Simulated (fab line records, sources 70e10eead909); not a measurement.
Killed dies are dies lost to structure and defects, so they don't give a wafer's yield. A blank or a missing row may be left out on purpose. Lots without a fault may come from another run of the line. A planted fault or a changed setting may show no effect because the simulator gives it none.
Which tool did it? | flow nand_harc | 13 lots, 38 wafers sampled, at 5 steps of a route of 1302

WHAT THE GAUGES READ, wafer by wafer
NHARC_A_ONON_D1_THK_MEAS_14: measures by ellipsometry.
lot  | measured     | on            | thk_nm (nm)
L831 | day 8 13:40  | film_metro-02 | 992 993 993
L832 | day 9 04:22  | film_metro-02 | 990 989 989
L833 | day 9 12:42  | film_metro-01 | 993 993 994
L834 | day 9 19:59  | film_metro-02 | 998 997 998
L835 | day 10 12:22 | film_metro-02 | 1010 1013 1013
L836 | day 10 23:10 | film_metro-01 | 999 1000 1001
L837 | day 11 04:17 | film_metro-02 | 1008 1007 1006
L838 | day 11 21:50 | film_metro-02 | 1003 1001 1002
L841 | day 12 16:58 | film_metro-01 | 993 994 995
L842 | day 13 03:29 | film_metro-02 | 1003 1001 1001
L849 | day 16 08:01 | film_metro-01 | 999 998
L850 | day 16 11:37 | film_metro-02 | 1011 1012 1011
L852 | day 17 12:11 | film_metro-01 | 1017 1018 1017

NHARC_A_ONON_D1_THK_MEAS_21: measures by ellipsometry.
lot  | measured     | on            | thk_nm (nm)
L831 | day 8 21:51  | film_metro-01 | 994 995 995
L832 | day 9 14:05  | film_metro-01 | 999 1001 999
L833 | day 9 21:23  | film_metro-01 | 1014 1013 1013
L834 | day 10 04:06 | film_metro-01 | 994 992 993
L835 | day 10 21:07 | film_metro-01 | 994 995 994
L836 | day 11 08:39 | film_metro-01 | 988 988 987
L837 | day 11 13:46 | film_metro-02 | 1000 998 998
L838 | day 12 06:59 | film_metro-01 | 997 995 993
L841 | day 13 05:15 | film_metro-01 | 996 996 992
L842 | day 13 12:25 | film_metro-02 | 1018 1017 1018
L849 | day 16 16:38 | film_metro-01 | 994 995
L850 | day 16 16:39 | film_metro-01 | 1006 1006 1008
L852 | day 17 20:32 | film_metro-01 | 997 999 999

NHARC_A_CHANNEL_HOLE_D1_CD_MEAS_18.
lot  | measured     | on        | cd_nm (nm)
L831 | day 9 07:30  | cd_sem-01 | 103 94 102
L832 | day 9 21:34  | cd_sem-03 | 100 100 98
L833 | day 10 03:38 | cd_sem-03 | 95 96 97
L834 | day 10 10:50 | cd_sem-01 | 99 97 100
L835 | day 11 06:46 | cd_sem-03 | 96 99 97
L836 | day 11 21:20 | cd_sem-02 | 100 102 100
L837 | day 11 23:04 | cd_sem-03 | 103 95 99
L838 | day 12 16:10 | cd_sem-01 | 99 101 98
L841 | day 13 12:22 | cd_sem-01 | 90 97 98
L842 | day 13 21:32 | cd_sem-02 | 96 104 104
L849 | day 17 00:43 | cd_sem-03 | 99 99
L850 | day 17 02:03 | cd_sem-03 | 101 98 92
L852 | day 18 03:10 | cd_sem-01 | 97 98 102

NHARC_END_SORT_01.
lot  | measured     | on        | killed_at_array | killed_at_other | killed_at_periphery | killed_dies | killed_open | killed_short
L850 | day 33 10:50 | prober-02 | 31 672 666      | 2 2 4           | 5 1 2               | 38 675 672  | 5 4 4       | 2 0 3

WHICH TOOL RAN EACH LOT (tool, then ch and the chambers of the sampled wafers, then the start)
lot  | NHARC_A_CHANNEL_HOLE_D1_ETCH_34
L831 | rie_diel-07 ch 0,1,3, day 9 06:50
L832 | rie_diel-03 ch 1,3, day 9 20:53
L833 | rie_diel-07 ch 0,3, day 10 02:58
L834 | rie_diel-03 ch 0,1,3, day 10 10:10
L835 | rie_diel-03 ch 1,2, day 11 06:05
L836 | rie_diel-03 ch 1,2,3, day 11 20:40
L837 | rie_diel-03 ch 0,3, day 11 22:17
L838 | rie_diel-03 ch 0,1,3, day 12 15:29
L841 | rie_diel-01 ch 0,1,2, day 13 11:41
L842 | rie_diel-03 ch 0,1,2, day 13 20:52
L849 | rie_diel-03 ch 1,3, day 17 00:04
L850 | rie_diel-03 ch 0,2, day 17 01:23
L852 | rie_diel-07 ch 0,1,3, day 18 02:29
- NHARC_A_CHANNEL_HOLE_D1_ETCH_34: etches the open film in CF4/CHF3, target depth 154 nm, time 77 s.

WHAT THE TOOLS THEMSELVES READ (means of the sampled wafers that have a number; where no wafer has one, the mark that the record gives instead)
NHARC_A_CHANNEL_HOLE_D1_ETCH_34.
lot  | tool        | cf4_flow_sccm (sccm) | drypump_motor_current_A (A) | oes_product_au (a.u.) | rf_vpp_V (V) | showerhead_plenum_p_Torr (Torr) | throttle_valve_pct (%)
L831 | rie_diel-07 | 100.0                | 5.6                         | 0.968                 | 372.5        | 1.62                            | 16.800
L832 | rie_diel-03 | 100.0                | 6.3                         | 0.913                 | 371.0        | 1.59                            | 16.794
L833 | rie_diel-07 | 100.0                | 5.2                         | 0.960                 | 371.0        | 1.60                            | 16.798
L834 | rie_diel-03 | 100.0                | 6.2                         | 0.957                 | 369.9        | 1.56                            | 16.802
L835 | rie_diel-03 | 100.2                | 6.4                         | 0.923                 | 370.0        | 1.56                            | 16.810
L836 | rie_diel-03 | 99.9                 | 6.2                         | 0.927                 | 369.5        | 1.55                            | 16.808
L837 | rie_diel-03 | 100.1                | 5.9                         | 0.920                 | 369.1        | 1.52                            | 16.806
L838 | rie_diel-03 | 100.0                | 6.2                         | 0.971                 | 369.8        | 1.56                            | 16.800
L841 | rie_diel-01 | 100.2                | 5.4                         | 0.957                 | 369.4        | 1.56                            | 16.801
L842 | rie_diel-03 | 100.0                | 6.1                         | 0.969                 | 369.3        | 1.53                            | 16.805
L849 | rie_diel-03 | 99.9                 | 6.4                         | 0.952                 | 369.8        | 1.58                            | 16.791
L850 | rie_diel-03 | 100.0                | 5.8                         | 0.864                 | 367.3        | 1.49                            | 16.795
L852 | rie_diel-07 | 100.1                | 5.6                         | 0.976                 | 372.4        | 1.60                            | 16.802

THE ANSWER, worked out from the rows above alone
Rule: what is usual is taken from the lots themselves. Put in order of their means at a reading, lots are off if they are a third of the lots or fewer, leave a main group of 4 or more, and stand apart from it by a gap of 3 or more times the standard deviation of the main group's means; of several such gaps the widest counts. A main group whose means are all the same, to the digits that the tables above print for the reading, isn't used. A lot without any number at a reading at which 4 lots or more have one is off too. The other lots that the step has rows for count as sound. The gauges are gone through in route order, then the tools' own readings, and for those a lot's mean is taken as printed above. The first step at which some lot is off is used, and at that step the reading that is off furthest; a lot without a number counts as furthest.
No lot is off at any reading shown: from this, nothing can be told.

WHAT THE SIMULATOR HAD PUT IN
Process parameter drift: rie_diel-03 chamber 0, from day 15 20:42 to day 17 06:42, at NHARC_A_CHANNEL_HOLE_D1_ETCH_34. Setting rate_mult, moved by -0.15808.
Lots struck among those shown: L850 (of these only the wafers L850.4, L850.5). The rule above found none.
